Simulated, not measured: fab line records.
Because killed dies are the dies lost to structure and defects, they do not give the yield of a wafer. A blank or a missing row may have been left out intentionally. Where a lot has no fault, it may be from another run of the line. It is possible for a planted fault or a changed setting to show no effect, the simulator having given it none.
Which tool is to blame? + flow nand-harc + 33 wafers from 11 lots sampled at 5 of the route's 1302 steps

== WHAT THE GAUGES SHOWED, per wafer ==
NHARC_A_ONON_D2_THK_MEAS_08: measures by ellipsometry.
| lot  | measured     | on            | thk-nm (nm)    |
|------|--------------|---------------|----------------|
| L746 | day 13 10:46 | film-metro-01 | 1007 1009 1009 |
| L750 | day 15 06:05 | film-metro-02 | 1007 1008 1006 |
| L749 | day 15 06:06 | film-metro-02 | 1012 1012 1011 |
| L753 | day 16 07:56 | film-metro-01 | 1669 1669 1670 |
| L755 | day 16 23:02 | film-metro-01 | 1660 1662 1659 |
| L756 | day 17 13:14 | film-metro-01 | 1007 1005 1006 |
| L760 | day 19 10:47 | film-metro-01 | 999 998 996    |
| L761 | day 19 11:00 | film-metro-01 | 1012 1012 1012 |
| L763 | day 20 10:29 | film-metro-01 | 979 979 980    |
| L765 | day 21 09:23 | film-metro-01 | 1014 1016 1014 |
| L767 | day 21 19:40 | film-metro-02 | 1002 1002 1002 |

== WHICH TOOL RAN EACH LOT (tool, then ch and the chambers of the sampled wafers, then the start) ==
| lot  | NHARC_A_CHANNEL_HOLE_D1_ETCH_26  | NHARC_A_CHANNEL_FILL_D1_ALD_03                 | NHARC_A_CHANNEL_FILL_D1_STRIP_28   | NHARC_A_ONON_D2_DEP_06           |
|------|----------------------------------|------------------------------------------------|------------------------------------|----------------------------------|
| L746 | har-etch-01 ch 1, day 9 13:14    | ald-sin-batch-03 ch 0, day 10 17:03 or earlier | rie-diel-04 ch 2,3, day 10 17:03   | pecvd-onon-01 ch 0, day 13 10:15 |
| L750 | har-etch-01 ch 0,1, day 11 07:58 | ald-sin-batch-02 ch 0, day 12 11:43 or earlier | rie-diel-05 ch 1,2,3, day 12 11:43 | pecvd-onon-04 ch 0, day 15 05:34 |
| L749 | har-etch-02 ch 0,1, day 11 09:26 | ald-sin-batch-02 ch 0, day 12 11:43 or earlier | rie-diel-04 ch 1,3, day 12 11:43   | pecvd-onon-02 ch 0, day 15 05:42 |
| L753 | har-etch-02 ch 0,1, day 12 12:39 | ald-sin-batch-01 ch 0, day 13 15:41 or earlier | rie-diel-01 ch 0,1,3, day 13 15:41 | pecvd-onon-04 ch 0, day 16 07:25 |
| L755 | har-etch-01 ch 0,1, day 13 05:41 | ald-sin-batch-02 ch 0, day 14 11:16 or earlier | rie-diel-04 ch 2,3, day 14 11:16   | pecvd-onon-04 ch 0, day 16 22:32 |
| L756 | har-etch-01 ch 0,1, day 13 12:16 | ald-sin-batch-02 ch 0, day 14 19:09 or earlier | rie-diel-04 ch 1,2, day 14 19:09   | pecvd-onon-02 ch 0, day 17 12:47 |
| L760 | har-etch-02 ch 0,1, day 15 15:44 | ald-sin-batch-03 ch 0, day 16 18:46 or earlier | rie-diel-05 ch 0,2,3, day 16 18:46 | pecvd-onon-01 ch 0, day 19 10:20 |
| L761 | har-etch-01 ch 0,1, day 15 17:44 | ald-sin-batch-03 ch 0, day 16 18:46 or earlier | rie-diel-01 ch 0,1,2, day 16 18:46 | pecvd-onon-04 ch 0, day 19 10:29 |
| L763 | har-etch-01 ch 1, day 16 16:38   | ald-sin-batch-01 ch 0, day 17 19:58 or earlier | rie-diel-04 ch 1,3, day 17 19:58   | pecvd-onon-04 ch 0, day 20 09:58 |
| L765 | har-etch-02 ch 0,1, day 17 18:25 | ald-sin-batch-03 ch 0, day 18 20:53 or earlier | rie-diel-04 ch 0,1,2, day 18 20:53 | pecvd-onon-04 ch 0, day 21 08:53 |
| L767 | har-etch-02 ch 0,1, day 18 04:19 | ald-sin-batch-02 ch 0, day 19 09:19 or earlier | rie-diel-01 ch 0,1, day 19 09:19   | pecvd-onon-02 ch 0, day 21 19:10 |
- NHARC_A_CHANNEL_HOLE_D1_ETCH_26: etches the open film in C4F8/O2/Ar, time 224.1 s, target depth 300 nm.
- NHARC_A_CHANNEL_FILL_D1_ALD_03: deposits SiNx, target thk 6 nm, pulse time 60 s, ald cycles 58.
- NHARC_A_CHANNEL_FILL_D1_STRIP_28: strips in O2, time 20 s.
- NHARC_A_ONON_D2_DEP_06: target thk 1000 nm.

== THE ANSWER, worked out from the rows above alone ==
Rule: what is usual is taken from the lots themselves. Put in order of their means at a reading, lots are off if they are a third of the lots or fewer, leave a main group of 4 or more, and stand apart from it by a gap of 3 or more times the standard deviation of the main group's means; of several such gaps the widest counts. Not used: any main group whose means are identical at the precision the tables above print for the reading. Also off: a lot with no number at a reading for which 4 or more lots have one. The other lots that the step has rows for count as sound.
Off at NHARC_A_ONON_D2_THK_MEAS_08 (thk-nm): L753, L755. Main group: mean 1004 nm, sd 10.
A tool fits if, at a process step before that reading, it ran every lot that is off, and no sound lot after the first of them. Gauges at NHARC_A_ONON_D2_THK_MEAS_08: tried the same way as those tools. NHARC_A_CHANNEL_FILL_D1_ALD_03 gives no start for some lots, so the hours and the order of its lots are those of NHARC_A_CHANNEL_FILL_D1_STRIP_28. None of those tried fits.

== WHAT THE SIMULATOR PUT IN ==
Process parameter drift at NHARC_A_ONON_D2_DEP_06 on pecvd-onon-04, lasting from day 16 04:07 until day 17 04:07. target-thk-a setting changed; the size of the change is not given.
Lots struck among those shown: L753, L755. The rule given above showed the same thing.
